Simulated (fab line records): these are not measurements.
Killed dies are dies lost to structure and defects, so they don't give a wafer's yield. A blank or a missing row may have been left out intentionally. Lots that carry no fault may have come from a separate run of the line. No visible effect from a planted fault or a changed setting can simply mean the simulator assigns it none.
Chamber matching || flow n5_finfet || N5_GATE_CUT_ETCH_28 on rie_diel-03: 4 sister chambers
The step etches underlayer in N2/H2, target depth 13 nm, time 10.4 s. 14 wafers are shown with their chamber, then 7 later ones without.

EACH WAFER AND ITS CHAMBER
{"wafer": "L080.3", "chamber": 3, "throttle_valve_pct (%)": 17.67, "drypump_motor_current_A (A)": 5.8, "oes_product_au (a.u.)": 0.83}
{"wafer": "L080.4", "chamber": 1, "throttle_valve_pct (%)": 17.86, "drypump_motor_current_A (A)": 6.6, "oes_product_au (a.u.)": 0.63}
{"wafer": "L080.5", "chamber": 0, "throttle_valve_pct (%)": 17.25, "drypump_motor_current_A (A)": 5.6, "oes_product_au (a.u.)": 0.86}
{"wafer": "L082.1", "chamber": 3, "throttle_valve_pct (%)": 17.67, "drypump_motor_current_A (A)": 5.8, "oes_product_au (a.u.)": 0.81}
{"wafer": "L082.4", "chamber": 0, "throttle_valve_pct (%)": 17.27, "drypump_motor_current_A (A)": 5.7, "oes_product_au (a.u.)": 0.83}
{"wafer": "L082.6", "chamber": 3, "throttle_valve_pct (%)": 17.67, "drypump_motor_current_A (A)": 5.8, "oes_product_au (a.u.)": 0.82}
{"wafer": "L083.1", "chamber": 2, "throttle_valve_pct (%)": 17.68, "drypump_motor_current_A (A)": 6.4, "oes_product_au (a.u.)": 0.77}
{"wafer": "L083.4", "chamber": 0, "throttle_valve_pct (%)": 17.27, "drypump_motor_current_A (A)": 5.7, "oes_product_au (a.u.)": 0.83}
{"wafer": "L083.5", "chamber": 0, "throttle_valve_pct (%)": 17.27, "drypump_motor_current_A (A)": 5.7, "oes_product_au (a.u.)": 0.82}
{"wafer": "L085.3", "chamber": 3, "throttle_valve_pct (%)": 17.68, "drypump_motor_current_A (A)": 5.7, "oes_product_au (a.u.)": 0.81}
{"wafer": "L085.5", "chamber": 1, "throttle_valve_pct (%)": 17.86, "drypump_motor_current_A (A)": 6.6, "oes_product_au (a.u.)": 0.63}
{"wafer": "L085.6", "chamber": 2, "throttle_valve_pct (%)": 17.70, "drypump_motor_current_A (A)": 6.4, "oes_product_au (a.u.)": 0.76}
{"wafer": "L086.1", "chamber": 0, "throttle_valve_pct (%)": 17.29, "drypump_motor_current_A (A)": 5.7, "oes_product_au (a.u.)": 0.81}
{"wafer": "L086.5", "chamber": 0, "throttle_valve_pct (%)": 17.28, "drypump_motor_current_A (A)": 5.7, "oes_product_au (a.u.)": 0.81}

SIGNATURES (means of the wafers above)
{"reading": "throttle_valve_pct", "chamber 0": 17.2717, "chamber 1": 17.8600, "chamber 2": 17.6900, "chamber 3": 17.6725, "scatter within a chamber": 0.0108}
{"reading": "drypump_motor_current_A", "chamber 0": 5.683, "chamber 1": 6.600, "chamber 2": 6.400, "chamber 3": 5.775, "scatter within a chamber": 0.0398}
{"reading": "oes_product_au", "chamber 0": 0.8267, "chamber 1": 0.6300, "chamber 2": 0.7650, "chamber 3": 0.8175, "scatter within a chamber": 0.0143}
Rule: a wafer's distance from a chamber is the root of the sum, over the readings, of the square of ((its reading less the chamber's mean) divided by the reading's scatter). The wafer belongs to the nearest chamber; if the next one is less than 2 further off, it can't be placed. How the scatter is found: for the shown wafers, subtract from each reading the mean of its chamber, square and add these, divide the total by (wafers less chambers), then take the root.

WAFERS MISSING THEIR CHAMBER
{"wafer": "L086.6", "throttle_valve_pct (%)": 17.88, "drypump_motor_current_A (A)": 6.6, "oes_product_au (a.u.)": 0.63}
{"wafer": "L091.1", "throttle_valve_pct (%)": 17.68, "drypump_motor_current_A (A)": 5.8, "oes_product_au (a.u.)": 0.79}
{"wafer": "L091.2", "throttle_valve_pct (%)": 17.69, "drypump_motor_current_A (A)": 6.4, "oes_product_au (a.u.)": 0.75}
{"wafer": "L091.3", "throttle_valve_pct (%)": 17.30, "drypump_motor_current_A (A)": 5.7, "oes_product_au (a.u.)": 0.79}
{"wafer": "L097.3", "throttle_valve_pct (%)": 17.70, "drypump_motor_current_A (A)": 5.8, "oes_product_au (a.u.)": 0.78}
{"wafer": "L097.4", "throttle_valve_pct (%)": 17.72, "drypump_motor_current_A (A)": 6.4, "oes_product_au (a.u.)": 0.72}
{"wafer": "L097.6", "throttle_valve_pct (%)": 17.71, "drypump_motor_current_A (A)": 5.8, "oes_product_au (a.u.)": 0.77}

CHAMBER TAKEN BY EACH
{"wafer": "L086.6", "from the rows above": 1, "in truth": 1}
{"wafer": "L091.1", "from the rows above": 3, "in truth": 3}
{"wafer": "L091.2", "from the rows above": 2, "in truth": 2}
{"wafer": "L091.3", "from the rows above": 0, "in truth": 0}
{"wafer": "L097.3", "from the rows above": 3, "in truth": 3}
{"wafer": "L097.4", "from the rows above": 2, "in truth": 2}
{"wafer": "L097.6", "from the rows above": 3, "in truth": 3}
7 of 7 placed correctly. Not placeable from these rows: 0. Number placed wrongly: 0.
